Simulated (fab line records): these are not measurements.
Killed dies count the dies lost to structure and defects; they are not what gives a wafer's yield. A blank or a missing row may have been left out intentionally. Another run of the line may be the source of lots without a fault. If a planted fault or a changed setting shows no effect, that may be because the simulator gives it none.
Struck lot and sound lot, side by side + flow n5-finfet + 40 out of 1938 route steps
Sound: wafers L559.3, L559.4, L559.6. Struck: wafer L560.4 (L560.2, L560.5, from the same lot, were not struck and are left out); the cause is given at the end.
At each step with rows: each side's tool, then ch and its chambers, then its first start. Under that, the readings that differ: sound wafers + struck wafers + difference of the means + sigmas: that difference in standard deviations of wafers without a fault.
alike: same words and numbers on both sides, and readings whose means sit less than 2 such deviations apart. not compared: any withheld reading, any reading some wafer has no value for, any bound like >300 that may hide the same value, and any number with overlapping values for which the record gives no deviation.
Wherever a step has rows on one side only, a row that says differs or no value, or a row with sigmas, the two part there. Numbers that don't overlap but have no deviation are shown without sigmas and don't part them. A reading that every wafer of one side lacks parts them only if that side has two wafers or more.

first, 11 steps without rows for these wafers: N5_BEOL_M0_SAQP_SPACER1_ETCHBACK_99 (etches SiO2 in CHF3/O2, target depth 15.4 nm, time 7.7 s); N5_BEOL_M0_SAQP_MANDREL1_REMOVE_100 (chemistry HBr/Cl2/O2, target a-Si, stops on SiNx, bt time 10 s); N5_BEOL_M0_SAQP_ETCH_101 (etches SiNx in CH3F/O2, target depth 29.9 nm, time 42.7 s); N5_BEOL_M0_SAQP_ETCH_102 (etches SiO2 in CF4, target depth 4 nm, time 4.4 s); N5_BEOL_M0_SAQP_MANDREL_ETCH_103 (etches a-Si in HBr/Cl2, stops on SiCN, target depth 45 nm, bt time 10 s, time 27 s); N5_BEOL_M0_SAQP_RECESS_104 (chemistry HF/NH3, target SiO2, target depth 18 nm, afs cycles 3, sublimation time 60 s); N5_BEOL_M0_SAQP_COAT_105 (time 60 s, resist thk 100 nm); N5_BEOL_M0_SAQP_ETCH_106 (etches SOC in N2/H2, stops on SiNx, target depth 150 nm); N5_BEOL_M0_SAQP_ETCH_107 (etches SiNx in CH3F/O2, target depth 30 nm); N5_BEOL_M0_SAQP_STRIP_108 (strips in N2/H2); N5_BEOL_M0_SAQP_RECESS_109 (chemistry HF/NH3, target SiO2, target depth 3 nm, afs cycles 1, sublimation time 60 s).
N5_BEOL_M0_SAQP_SPACER2_ALD_26: deposits SiO2, target thk 15 nm, pulse time 1 s, purge time 2 s.
  sound on ald-sin-02 ch 0,1, day 7 08:15; struck on ald-sin-02 ch 0, day 7 08:46
| reading                                               | sound    | struck | difference | sigmas |
|-------------------------------------------------------|----------|--------|------------|--------|
| model.SiO2_of_BEOL_M0_SAQP_SPACER2_ALD_26.thk-nm (nm) | 15 15 15 | 22.8   | +7.8       |        |
  alike: heater-power-w, precursor-pulse-height-rel
then, 1 step without rows for these wafers: N5_BEOL_M0_SAQP_SPACER2_ETCHBACK_27 (etches SiO2 in CHF3/O2, target depth 22.5 nm, time 11.25 s).
N5_BEOL_M0_SAQP_MANDREL2_REMOVE_110: chemistry HBr/Cl2/O2, target a-Si, stops on SiCN, bt time 10 s.
  sound on rie-si-02 ch 0,1, day 7 08:59; struck on rie-si-06 ch 2, day 7 09:33
| reading                                               | sound          | struck | difference | sigmas |
|-------------------------------------------------------|----------------|--------|------------|--------|
| model.SiO2_of_BEOL_M0_SAQP_SPACER2_ALD_26.thk-nm (nm) | 10.6 10.6 10.6 | 18.4   | +7.8       |        |
| model.BEOL_M0_SAQP.cd-nm (nm)                         | 15 15 15       | 23     | +8         |        |
  alike: drypump-motor-current-A, mfc-cl2-sccm, oes-product-au, throttle-valve-pct
  not compared: rf-hours-counter-h
N5_BEOL_M0_SAQP_CD_MEAS_29 targets a cd of 14.4 nm.
  sound on cd-sem-02 ch 0, day 7 09:06; struck on cd-sem-03 ch 0, day 7 09:40
| reading    | sound             | struck | difference | sigmas |
|------------|-------------------|--------|------------|--------|
| cd-nm (nm) | 15.10 15.03 15.34 | 22.95  | +7.79      | +35    |
then, 23 steps without rows for these wafers: N5_BEOL_M0_SAQP_COAT_69 (time 60 s, resist thk 90 nm); N5_BEOL_M0_SAQP_COAT_72 (time 60 s, resist thk 15 nm); N5_BEOL_M0_SAQP_COAT_87 (time 60 s, resist thk 5 nm); N5_BEOL_M0_SAQP_COAT_34 (resist thk 30 nm); N5_BEOL_M0_SAQP_EBR_36; N5_BEOL_M0_SAQP_SOFTBAKE_35 (time 60 s); N5_BEOL_M0_SAQP_EXPOSE_37 (exposes mask M0 CUT1, target cd 30 nm); N5_BEOL_M0_SAQP_PEB_38 (peb time 60 s); N5_BEOL_M0_SAQP_DEVELOP_39 (develop time 30 s); N5_BEOL_M0_SAQP_DESCUM_45 (chemistry O2, time 7 s); N5_BEOL_M0_SAQP_ETCH_88 (etches underlayer in N2/H2, target depth 6.5 nm, time 5.2 s); N5_BEOL_M0_SAQP_ETCH_73 (etches SiARC in CF4, target depth 19.5 nm, time 32.5 s); N5_BEOL_M0_SAQP_CUT_ETCH_46 (etches SOC in N2/H2, target depth 135 nm, overetch 27 nm, time 202.5 s); N5_BEOL_M0_SAQP_STRIP_74 (strips in N2/H2); N5_BEOL_M0_SAQP_STRIP_89 (strips in N2/H2); N5_BEOL_M0_SAQP_ALD_48 (deposits SiO2, target thk 20 nm, pulse time 1 s, co reactant pulse time 1 s); N5_BEOL_M0_SAQP_ETCH_49 (etches SiO2 in CF4/O2, target depth 37 nm); N5_BEOL_M0_SAQP_STRIP_75 (strips in CF4); N5_BEOL_M0_CUTY_COAT_50 (time 60 s, resist thk 15 nm); N5_BEOL_M0_CUTY_COAT_51 (resist thk 150 nm); N5_BEOL_M0_CUTY_EBR_52; N5_BEOL_M0_CUTY_SOFTBAKE_53 (time 60 s); N5_BEOL_M0_CUTY_EXPOSE_54 (exposes mask M0 ABLK).
N5_BEOL_M4_RC_MEAS_101:
  the record has rows for the sound wafers here (prober-01 ch 0, day 9 13:40) and none for the struck ones
-- record jumps: 7 days separate the struck wafers' starts on either side; left off in module BEOL_M4, taken up again in module PASSIVATION, whose first shown step is the route's number 1936 --
N5_PASSIVATION_PROBE_49:
  sound on prober-01, day 14 07:29; struck on prober-02, day 14 20:58
| reading                  | sound          | struck | difference | sigmas |
|--------------------------|----------------|--------|------------|--------|
| defect-limited-yield (%) | 92.4 88.7 87.9 | 0      | -90        | -56    |
| killed_at_M0_to_M3       | 42 37 75       | 1135   | +1084      | +99    |
| killed-dies              | 90 133 143     | 1180   | +1058      | +56    |
| killed-on-rim            | 9 22 17        | 152    | +136       | +35    |
| killed-short             | 30 48 57       | 24     | -21        | -2     |
| sort_bin_5_function (%)  | 4.3 7.2 6.0    | 96.7   | +90.9      | +91    |
| sort-n-pass              | 1090 1047 1037 | 0      | -1058      | -48    |
| sort-yield-pct (%)       | 92.4 88.7 87.9 | 0      | -90        | -47    |
  alike: killed_at_M4_up, killed-at-contacts, killed-at-front-end, killed-at-other, killed-open, sort_bin_6_memory

== WHERE THEY PART ==
First at N5_BEOL_M0_SAQP_CD_MEAS_29; last, within this record, at N5_PASSIVATION_PROBE_49.

WHY: whatever the simulator had introduced
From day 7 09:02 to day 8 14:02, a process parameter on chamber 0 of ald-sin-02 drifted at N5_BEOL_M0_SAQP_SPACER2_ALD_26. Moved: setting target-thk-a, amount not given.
